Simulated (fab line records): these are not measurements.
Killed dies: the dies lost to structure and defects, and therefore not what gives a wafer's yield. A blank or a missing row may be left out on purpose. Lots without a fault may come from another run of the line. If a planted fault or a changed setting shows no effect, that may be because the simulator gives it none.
Split-lot study || flow n5 finfet || 21 wafers read from 7 lots, route of 1938 steps

== THE SPLIT ITSELF ==
At N5_BEOL_M10_EXPOSE_08 (exposes mask M10), the setting dose mj was moved away from the recipe's 53.75 on 5 of the 21 wafers read, by -6.7% to +6.5%. All remaining wafers had this setting at the recipe value.

== FROM THE SPLIT TO THE READING: what the file shows between them, 14 steps ==
- N5_BEOL_M10_PEB_09: peb time 60 s
- N5_BEOL_M10_DEVELOP_10: develop time 30 s
- N5_BEOL_M10_CD_MEAS_11: target cd 64.1 nm
- N5_BEOL_M10_DESCUM_16: chemistry O2, time 7.9 s
- N5_BEOL_M10_ETCH_61: etches SiARC in CF4, target depth 39 nm, time 65 s
- N5_BEOL_M10_ETCH_62: etches SOC in N2/H2, target depth 110 nm, overetch 22 nm, time 165 s
- N5_BEOL_M10_STRIP_68: strips in N2/H2
- N5_BEOL_M10_HM_OPEN_17: chemistry Cl2/BCl3, target TiN, target depth 20 nm, overetch 6 nm
- N5_BEOL_M10_STRIP_19: strips in O2
- N5_BEOL_M10_CD_MEAS_18: pitch 140 nm, target cd 70 nm
- N5_BEOL_M10_COAT_63: time 60 s, resist thk 100 nm
- N5_BEOL_M10_COAT_64: time 60 s, resist thk 30 nm
- N5_BEOL_M10_PRECLEAN_42: cleans in residue remover, time 60 s
- N5_BEOL_M10_SRD_43: time 30 s

== THE READING ==
cd nm (nm) at N5_BEOL_M10_CD_MEAS_35, where the cd target is 70 nm. Typical for fault-free wafers on this fab line: 70.3 nm, with standard deviation 0.69 nm.

{"wafer": "L074.1", "tool, chamber at the split": "arfi scanner-03, 0", "dose mj as run": 53.75, "against the recipe": "recipe", "cd nm, nm": 69.7, "against lot-mates on the recipe": "-"}
{"wafer": "L074.4", "tool, chamber at the split": "arfi scanner-03, 0", "dose mj as run": 53.75, "against the recipe": "recipe", "cd nm, nm": 69.0, "against lot-mates on the recipe": "-"}
{"wafer": "L074.6", "tool, chamber at the split": "arfi scanner-03, 0", "dose mj as run": 54.98, "against the recipe": "+2.3%", "cd nm, nm": 71.4, "against lot-mates on the recipe": "+2.1"}
{"wafer": "L078.1", "tool, chamber at the split": "arfi scanner-01, 0", "dose mj as run": 53.75, "against the recipe": "recipe", "cd nm, nm": 69.9, "against lot-mates on the recipe": "-"}
{"wafer": "L078.2", "tool, chamber at the split": "arfi scanner-01, 0", "dose mj as run": 53.75, "against the recipe": "recipe", "cd nm, nm": 70.0, "against lot-mates on the recipe": "-"}
{"wafer": "L078.6", "tool, chamber at the split": "arfi scanner-01, 0", "dose mj as run": 53.75, "against the recipe": "recipe", "cd nm, nm": 69.5, "against lot-mates on the recipe": "-"}
{"wafer": "L079.1", "tool, chamber at the split": "arfi scanner-03, 0", "dose mj as run": 53.75, "against the recipe": "recipe", "cd nm, nm": 70.2, "against lot-mates on the recipe": "-"}
{"wafer": "L079.2", "tool, chamber at the split": "arfi scanner-03, 0", "dose mj as run": 57.27, "against the recipe": "+6.5%", "cd nm, nm": 74.4, "against lot-mates on the recipe": "+4.1"}
{"wafer": "L079.6", "tool, chamber at the split": "arfi scanner-03, 0", "dose mj as run": 53.75, "against the recipe": "recipe", "cd nm, nm": 70.4, "against lot-mates on the recipe": "-"}
{"wafer": "L085.1", "tool, chamber at the split": "arfi scanner-01, 0", "dose mj as run": 53.75, "against the recipe": "recipe", "cd nm, nm": 69.7, "against lot-mates on the recipe": "-"}
{"wafer": "L085.3", "tool, chamber at the split": "arfi scanner-01, 0", "dose mj as run": 53.75, "against the recipe": "recipe", "cd nm, nm": 69.9, "against lot-mates on the recipe": "-"}
{"wafer": "L085.5", "tool, chamber at the split": "arfi scanner-01, 0", "dose mj as run": 51.3, "against the recipe": "-4.6%", "cd nm, nm": 66.8, "against lot-mates on the recipe": -3.0}
{"wafer": "L094.4", "tool, chamber at the split": "arfi scanner-02, 0", "dose mj as run": 53.75, "against the recipe": "recipe", "cd nm, nm": 69.8, "against lot-mates on the recipe": "-"}
{"wafer": "L094.5", "tool, chamber at the split": "arfi scanner-02, 0", "dose mj as run": 53.75, "against the recipe": "recipe", "cd nm, nm": 70.5, "against lot-mates on the recipe": "-"}
{"wafer": "L094.6", "tool, chamber at the split": "arfi scanner-02, 0", "dose mj as run": 54.77, "against the recipe": "+1.9%", "cd nm, nm": 71.2, "against lot-mates on the recipe": "+1.0"}
{"wafer": "L093.1", "tool, chamber at the split": "arfi scanner-02, 0", "dose mj as run": 50.13, "against the recipe": "-6.7%", "cd nm, nm": 66.8, "against lot-mates on the recipe": -3.1}
{"wafer": "L093.4", "tool, chamber at the split": "arfi scanner-02, 0", "dose mj as run": 53.75, "against the recipe": "recipe", "cd nm, nm": 70.3, "against lot-mates on the recipe": "-"}
{"wafer": "L093.6", "tool, chamber at the split": "arfi scanner-02, 0", "dose mj as run": 53.75, "against the recipe": "recipe", "cd nm, nm": 69.6, "against lot-mates on the recipe": "-"}
{"wafer": "L095.1", "tool, chamber at the split": "arfi scanner-02, 0", "dose mj as run": 53.75, "against the recipe": "recipe", "cd nm, nm": 71.9, "against lot-mates on the recipe": "-"}
{"wafer": "L095.2", "tool, chamber at the split": "arfi scanner-02, 0", "dose mj as run": 53.75, "against the recipe": "recipe", "cd nm, nm": 71.1, "against lot-mates on the recipe": "-"}
{"wafer": "L095.6", "tool, chamber at the split": "arfi scanner-02, 0", "dose mj as run": 53.75, "against the recipe": "recipe", "cd nm, nm": 71.0, "against lot-mates on the recipe": "-"}

THE FIT
A straight line over all 21 wafers: cd nm changes by +0.598 nm for each +1% of dose mj; r = +0.91; the points scatter about the line by 0.67 nm.
The same after taking each lot's own level away (the mean of its wafers on the recipe; 21 wafers): +0.581 nm for each +1%; r = +0.97; scatter 0.37 nm.
Per that fit: largest dose mj move, reading shift of 3.9 nm.
The span of the lots' own levels, 69.35 to 71.33 nm, comes to 2.9 times the standard deviation stated above.
Consequently the slope shifts little with the lot-to-lot level, the two slopes agreeing.
Check: for one of the wafers moved furthest among these (-6.7%), held out of the fit, the line's prediction against its lot-mates is -4.37 nm. It came out at -3.15 nm against them.

== FURTHER SPLITS ON THESE WAFERS ==
Other splits were also applied to these wafers ahead of the reading. Each is held against what the fit with the lots' levels taken away leaves over:
{"other split on the same wafers": "N5_BEOL_M8_EXPOSE_25 dose mj", "wafers away from the commonest value": 3, "r with cd nm (lot level and that fit taken away)": "+0.03"}
{"other split on the same wafers": "N5_BEOL_M8_ETCH_65 source w", "wafers away from the commonest value": 8, "r with cd nm (lot level and that fit taken away)": "+0.05"}
{"other split on the same wafers": "N5_BEOL_M9_DESCUM_16 time s", "wafers away from the commonest value": 4, "r with cd nm (lot level and that fit taken away)": "+0.15"}
{"other split on the same wafers": "N5_BEOL_M9_ETCH_62 source w", "wafers away from the commonest value": 9, "r with cd nm (lot level and that fit taken away)": -0.21}

== THE WHOLE CHAIN: every reading that the file lists as answering this split, in the file's order ==
{"step": "N5_BEOL_M10_CD_MEAS_11", "what it does": "target cd 64.1 nm", "reading": "cd nm", "change (the file's fit)": "+0.558 nm for each +1% of the setting", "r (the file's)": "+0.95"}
{"step": "N5_BEOL_M10_ETCH_61", "what it does": "etches SiARC in CF4, target depth 39 nm, time 65 s", "reading": "BEOL_M10.cd offset nm (the simulator's own value, which no gauge read)", "change (the file's fit)": "+0.591 nm for each +1% of the setting", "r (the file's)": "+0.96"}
{"step": "N5_BEOL_M10_CD_MEAS_18", "what it does": "pitch 140 nm, target cd 70 nm", "reading": "cd nm", "change (the file's fit)": "+0.58 nm for each +1% of the setting", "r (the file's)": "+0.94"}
{"step": "N5_BEOL_M10_CD_MEAS_35", "what it does": "target cd 70 nm", "reading": "cd nm", "change (the file's fit)": "+0.583 nm for each +1% of the setting", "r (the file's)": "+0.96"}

== FILE'S OWN FIT ==
cd nm changes by +0.583 nm for each +1% of dose mj, r = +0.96.
